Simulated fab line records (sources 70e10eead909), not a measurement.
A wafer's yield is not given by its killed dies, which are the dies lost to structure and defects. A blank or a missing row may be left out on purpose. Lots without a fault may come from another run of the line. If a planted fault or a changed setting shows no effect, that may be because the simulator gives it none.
Which tool is to blame? :: flow nand harc :: 12 lots, 36 wafers sampled, at 5 steps of a route of 1302

WHAT THE GAUGES SHOWED, per wafer
NHARC_END_SORT_01.
lot: L602
measured: day 29 12:08
on: prober-01
killed at array: 466 80 77
killed at other: 0 2 0
killed at periphery: 4 3 2
killed dies: 470 85 79
killed open: 5 1 4
killed short: 3 3 2

TOOL THAT RAN EACH LOT (tool first, then ch and the chambers of the sampled wafers, then the start)
lot: L591
NHARC_A_STAIRCASE_STRIP_171: plasma asher-02 ch 0,1, day 15 13:02
NHARC_A_STAIRCASE_TRIM_14: rie diel-08 ch 0,1,3, day 15 16:33 or earlier
NHARC_A_STAIRCASE_ETCH_15: rie diel-08 ch 0,1, day 15 16:33 or earlier
NHARC_A_STAIRCASE_TRIM_24: rie diel-12 ch 2,3, day 15 16:33

lot: L593
NHARC_A_STAIRCASE_STRIP_171: plasma asher-01 ch 0,1, day 16 08:38
NHARC_A_STAIRCASE_TRIM_14: rie diel-07 ch 0,2,3, day 16 11:55 or earlier
NHARC_A_STAIRCASE_ETCH_15: rie diel-07 ch 1,2,3, day 16 11:55 or earlier
NHARC_A_STAIRCASE_TRIM_24: rie diel-07 ch 0,1,3, day 16 11:55

lot: L592
NHARC_A_STAIRCASE_STRIP_171: plasma asher-02 ch 1, day 16 09:05
NHARC_A_STAIRCASE_TRIM_14: rie diel-12 ch 0,1, day 16 12:19 or earlier
NHARC_A_STAIRCASE_ETCH_15: rie diel-12 ch 2,3, day 16 12:19 or earlier
NHARC_A_STAIRCASE_TRIM_24: rie diel-12 ch 0,1,3, day 16 12:19

lot: L594
NHARC_A_STAIRCASE_STRIP_171: plasma asher-01 ch 1, day 17 00:11
NHARC_A_STAIRCASE_TRIM_14: rie diel-07 ch 1,3, day 17 03:29 or earlier
NHARC_A_STAIRCASE_ETCH_15: rie diel-07 ch 1,2, day 17 03:29 or earlier
NHARC_A_STAIRCASE_TRIM_24: rie diel-07 ch 1,2,3, day 17 03:29

lot: L598
NHARC_A_STAIRCASE_STRIP_171: plasma asher-01 ch 0,1, day 18 22:49
NHARC_A_STAIRCASE_TRIM_14: rie diel-08 ch 1,3, day 19 02:02 or earlier
NHARC_A_STAIRCASE_ETCH_15: rie diel-08 ch 1,2,3, day 19 02:02 or earlier
NHARC_A_STAIRCASE_TRIM_24: rie diel-08 ch 1,2, day 19 02:02

lot: L602
NHARC_A_STAIRCASE_STRIP_171: plasma asher-02 ch 0,1, day 20 05:57
NHARC_A_STAIRCASE_TRIM_14: rie diel-12 ch 0,1, day 20 09:24 or earlier
NHARC_A_STAIRCASE_ETCH_15: rie diel-12 ch 2,3, day 20 09:24 or earlier
NHARC_A_STAIRCASE_TRIM_24: rie diel-07 ch 0,2,3, day 20 09:24

lot: L606
NHARC_A_STAIRCASE_STRIP_171: plasma asher-01 ch 0,1, day 21 17:41
NHARC_A_STAIRCASE_TRIM_14: rie diel-12 ch 1,3, day 21 20:45 or earlier
NHARC_A_STAIRCASE_ETCH_15: rie diel-12 ch 2,3, day 21 20:45 or earlier
NHARC_A_STAIRCASE_TRIM_24: rie diel-12 ch 0,1, day 21 20:45

lot: L608
NHARC_A_STAIRCASE_STRIP_171: plasma asher-02 ch 0,1, day 23 00:10
NHARC_A_STAIRCASE_TRIM_14: rie diel-12 ch 0,1, day 23 03:43 or earlier
NHARC_A_STAIRCASE_ETCH_15: rie diel-12 ch 1,2,3, day 23 03:43 or earlier
NHARC_A_STAIRCASE_TRIM_24: rie diel-12 ch 0,1,3, day 23 03:43

lot: L611
NHARC_A_STAIRCASE_STRIP_171: plasma asher-02 ch 0,1, day 23 22:40
NHARC_A_STAIRCASE_TRIM_14: rie diel-12 ch 0,1,2, day 24 02:07 or earlier
NHARC_A_STAIRCASE_ETCH_15: rie diel-12 ch 0,1, day 24 02:07 or earlier
NHARC_A_STAIRCASE_TRIM_24: rie diel-12 ch 0,1,2, day 24 02:07

lot: L613
NHARC_A_STAIRCASE_STRIP_171: plasma asher-02 ch 0,1, day 24 18:22
NHARC_A_STAIRCASE_TRIM_14: rie diel-12 ch 0,1,3, day 24 21:47 or earlier
NHARC_A_STAIRCASE_ETCH_15: rie diel-12 ch 0,1,2, day 24 21:47 or earlier
NHARC_A_STAIRCASE_TRIM_24: rie diel-07 ch 0,1,2, day 24 21:47

lot: L612
NHARC_A_STAIRCASE_STRIP_171: plasma asher-01 ch 0,1, day 24 18:38
NHARC_A_STAIRCASE_TRIM_14: rie diel-12 ch 1,2, day 24 21:59 or earlier
NHARC_A_STAIRCASE_ETCH_15: rie diel-12 ch 0,3, day 24 21:59 or earlier
NHARC_A_STAIRCASE_TRIM_24: rie diel-07 ch 0,2,3, day 24 21:59

lot: L614
NHARC_A_STAIRCASE_STRIP_171: plasma asher-01 ch 0,1, day 25 22:01
NHARC_A_STAIRCASE_TRIM_14: rie diel-12 ch 0,3, day 26 01:07 or earlier
NHARC_A_STAIRCASE_ETCH_15: rie diel-12 ch 1,3, day 26 01:07 or earlier
NHARC_A_STAIRCASE_TRIM_24: rie diel-12 ch 0,3, day 26 01:07
- NHARC_A_STAIRCASE_STRIP_171: strips in O2.
- NHARC_A_STAIRCASE_TRIM_14: chemistry O2, time 211.2 s.
- NHARC_A_STAIRCASE_ETCH_15: etches the open film in C4F8/O2, target depth 100 nm, time 40.5 s.
- NHARC_A_STAIRCASE_TRIM_24: chemistry O2, time 211.2 s.

WHAT THE TOOLS THEMSELVES READ (means of the sampled wafers that have a number; where no wafer has one, the mark that the record gives instead)
NHARC_A_STAIRCASE_STRIP_171.
lot: L591
tool: plasma asher-02
drypump motor current A (A): 5.6
heater power w (W): 385

lot: L593
tool: plasma asher-01
drypump motor current A (A): 6.1
heater power w (W): 327

lot: L592
tool: plasma asher-02
drypump motor current A (A): 5.7
heater power w (W): 390

lot: L594
tool: plasma asher-01
drypump motor current A (A): 5.8
heater power w (W): 328

lot: L598
tool: plasma asher-01
drypump motor current A (A): 6.1
heater power w (W): 326

lot: L602
tool: plasma asher-02
drypump motor current A (A): 5.6
heater power w (W): 388

lot: L606
tool: plasma asher-01
drypump motor current A (A): 6.3
heater power w (W): 323

lot: L608
tool: plasma asher-02
drypump motor current A (A): 5.6
heater power w (W): 393

lot: L611
tool: plasma asher-02
drypump motor current A (A): 5.5
heater power w (W): 398

lot: L613
tool: plasma asher-02
drypump motor current A (A): 5.4
heater power w (W): 391

lot: L612
tool: plasma asher-01
drypump motor current A (A): 6.4
heater power w (W): 318

lot: L614
tool: plasma asher-01
drypump motor current A (A): 6.1
heater power w (W): 314

NHARC_A_STAIRCASE_TRIM_14.
lot: L591
tool: rie diel-08
drypump motor current A (A): 5.9
oes product au (a.u.): 0.992
rf vpp V (V): 56.8
run length s (s): 232.3
showerhead plenum p Torr (Torr): 3.46
throttle valve pct (%): 17.037

lot: L593
tool: rie diel-07
drypump motor current A (A): 5.6
oes product au (a.u.): 1.000
rf vpp V (V): 58.0
run length s (s): 233.2
showerhead plenum p Torr (Torr): 3.46
throttle valve pct (%): 17.043

lot: L592
tool: rie diel-12
drypump motor current A (A): 5.7
oes product au (a.u.): 0.983
rf vpp V (V): 58.2
run length s (s): 232.4
showerhead plenum p Torr (Torr): 3.45
throttle valve pct (%): 17.037

lot: L594
tool: rie diel-07
drypump motor current A (A): 5.4
oes product au (a.u.): 0.999
rf vpp V (V): 57.3
run length s (s): 233.1
showerhead plenum p Torr (Torr): 3.38
throttle valve pct (%): 17.040

lot: L598
tool: rie diel-08
drypump motor current A (A): 6.1
oes product au (a.u.): 1.004
rf vpp V (V): 58.2
run length s (s): 231.9
showerhead plenum p Torr (Torr): 3.58
throttle valve pct (%): 17.044

lot: L602
tool: rie diel-12
drypump motor current A (A): 5.7
oes product au (a.u.): 0.993
rf vpp V (V): 57.5
run length s (s): 232.8
showerhead plenum p Torr (Torr): 3.43
throttle valve pct (%): 17.039

lot: L606
tool: rie diel-12
drypump motor current A (A): 5.9
oes product au (a.u.): 0.980
rf vpp V (V): 57.6
run length s (s): 233.0
showerhead plenum p Torr (Torr): 3.53
throttle valve pct (%): 17.034

lot: L608
tool: rie diel-12
drypump motor current A (A): 5.7
oes product au (a.u.): 0.994
rf vpp V (V): 57.5
run length s (s): 232.7
showerhead plenum p Torr (Torr): 3.40
throttle valve pct (%): 17.033

lot: L611
tool: rie diel-12
drypump motor current A (A): 5.7
oes product au (a.u.): 1.007
rf vpp V (V): 56.8
run length s (s): 232.3
showerhead plenum p Torr (Torr): 3.46
throttle valve pct (%): 17.045

lot: L613
tool: rie diel-12
drypump motor current A (A): 5.8
oes product au (a.u.): 0.997
rf vpp V (V): 58.0
run length s (s): 232.5
showerhead plenum p Torr (Torr): 3.46
throttle valve pct (%): 17.041

lot: L612
tool: rie diel-12
drypump motor current A (A): 5.7
oes product au (a.u.): 0.997
rf vpp V (V): 58.2
run length s (s): 232.0
showerhead plenum p Torr (Torr): 3.51
throttle valve pct (%): 17.041

lot: L614
tool: rie diel-12
drypump motor current A (A): 5.9
oes product au (a.u.): 0.995
rf vpp V (V): 58.1
run length s (s): 232.7
showerhead plenum p Torr (Torr): 3.53
throttle valve pct (%): 17.035

NHARC_A_STAIRCASE_ETCH_15.
lot: L591
tool: rie diel-08
oes product au (a.u.): 0.945
rf vpp V (V): 889

lot: L593
tool: rie diel-07
oes product au (a.u.): 0.951
rf vpp V (V): 893

lot: L592
tool: rie diel-12
oes product au (a.u.): 0.951
rf vpp V (V): 899

lot: L594
tool: rie diel-07
oes product au (a.u.): 0.948
rf vpp V (V): 895

lot: L598
tool: rie diel-08
oes product au (a.u.): 0.942
rf vpp V (V): 897

lot: L602
tool: rie diel-12
oes product au (a.u.): 0.932
rf vpp V (V): 898

lot: L606
tool: rie diel-12
oes product au (a.u.): 0.951
rf vpp V (V): 899

lot: L608
tool: rie diel-12
oes product au (a.u.): 0.921
rf vpp V (V): 896

lot: L611
tool: rie diel-12
oes product au (a.u.): 0.934
rf vpp V (V): 891

lot: L613
tool: rie diel-12
oes product au (a.u.): 0.938
rf vpp V (V): 893

lot: L612
tool: rie diel-12
oes product au (a.u.): 0.926
rf vpp V (V): 897

lot: L614
tool: rie diel-12
oes product au (a.u.): 0.937
rf vpp V (V): 892

NHARC_A_STAIRCASE_TRIM_24.
lot: L591
tool: rie diel-12
drypump motor current A (A): 5.9
oes product au (a.u.): 0.992
rf vpp V (V): 58.4
run length s (s): 232.5
showerhead plenum p Torr (Torr): 3.63
throttle valve pct (%): 17.042

lot: L593
tool: rie diel-07
drypump motor current A (A): 5.7
oes product au (a.u.): 0.993
rf vpp V (V): 57.7
run length s (s): 233.1
showerhead plenum p Torr (Torr): 3.42
throttle valve pct (%): 17.032

lot: L592
tool: rie diel-12
drypump motor current A (A): 5.8
oes product au (a.u.): 1.000
rf vpp V (V): 57.5
run length s (s): 232.8
showerhead plenum p Torr (Torr): 3.50
throttle valve pct (%): 17.033

lot: L594
tool: rie diel-07
drypump motor current A (A): 5.7
oes product au (a.u.): 1.003
rf vpp V (V): 57.7
run length s (s): 233.2
showerhead plenum p Torr (Torr): 3.43
throttle valve pct (%): 17.037

lot: L598
tool: rie diel-08
drypump motor current A (A): 5.6
oes product au (a.u.): 1.011
rf vpp V (V): 57.4
run length s (s): 232.2
showerhead plenum p Torr (Torr): 3.48
throttle valve pct (%): 17.032

lot: L602
tool: rie diel-07
drypump motor current A (A): 5.5
oes product au (a.u.): 1.003
rf vpp V (V): 58.5
run length s (s): 212.8
showerhead plenum p Torr (Torr): 3.45
throttle valve pct (%): 17.033

lot: L606
tool: rie diel-12
drypump motor current A (A): 5.7
oes product au (a.u.): 0.989
rf vpp V (V): 57.2
run length s (s): 232.6
showerhead plenum p Torr (Torr): 3.42
throttle valve pct (%): 17.029

lot: L608
tool: rie diel-12
drypump motor current A (A): 5.8
oes product au (a.u.): 0.993
rf vpp V (V): 58.1
run length s (s): 232.7
showerhead plenum p Torr (Torr): 3.47
throttle valve pct (%): 17.032

lot: L611
tool: rie diel-12
drypump motor current A (A): 5.8
oes product au (a.u.): 0.996
rf vpp V (V): 57.7
run length s (s): 232.1
showerhead plenum p Torr (Torr): 3.46
throttle valve pct (%): 17.031

lot: L613
tool: rie diel-07
drypump motor current A (A): 6.1
oes product au (a.u.): 1.008
rf vpp V (V): 56.0
run length s (s): 233.3
showerhead plenum p Torr (Torr): 3.44
throttle valve pct (%): 17.030

lot: L612
tool: rie diel-07
drypump motor current A (A): 5.5
oes product au (a.u.): 1.007
rf vpp V (V): 57.5
run length s (s): 233.0
showerhead plenum p Torr (Torr): 3.43
throttle valve pct (%): 17.034

lot: L614
tool: rie diel-12
drypump motor current A (A): 5.9
oes product au (a.u.): 0.991
rf vpp V (V): 57.4
run length s (s): 233.0
showerhead plenum p Torr (Torr): 3.53
throttle valve pct (%): 17.033

THE ANSWER, worked out from the rows above alone
Rule: the usual values come from the lots themselves. The widest of any qualifying gaps counts: lots, ordered by their means at a reading, are off when they make up no more than a third of the lots, leave a main group of 4 or more, and stand apart from it by 3 or more times the standard deviation of that group's means. Not used: any main group whose means are identical at the precision the tables above print for the reading. Also off: a lot with no number at a reading for which 4 or more lots have one. Any other lot the step has rows for is counted as sound. First the gauges in route order, then the tools' own readings, where a lot's mean is used as printed above. The first step at which some lot is off is used, and at that step the reading that is off furthest; a lot without a number counts as furthest.
Off at NHARC_A_STAIRCASE_TRIM_24 (run length s): L602. The main group: mean 232.8 s, standard deviation 0.38.
If a tool, at that step or one of the process steps before it, ran each lot that is off and ran no sound lot following the first of them, it fits. With no start given for some of its lots, NHARC_A_STAIRCASE_TRIM_14 uses the hours and lot order of NHARC_A_STAIRCASE_TRIM_24. With no start given for some of its lots, NHARC_A_STAIRCASE_ETCH_15 uses the hours and lot order of NHARC_A_STAIRCASE_TRIM_24. None of those tried fits.

WHAT THE SIMULATOR PUT IN
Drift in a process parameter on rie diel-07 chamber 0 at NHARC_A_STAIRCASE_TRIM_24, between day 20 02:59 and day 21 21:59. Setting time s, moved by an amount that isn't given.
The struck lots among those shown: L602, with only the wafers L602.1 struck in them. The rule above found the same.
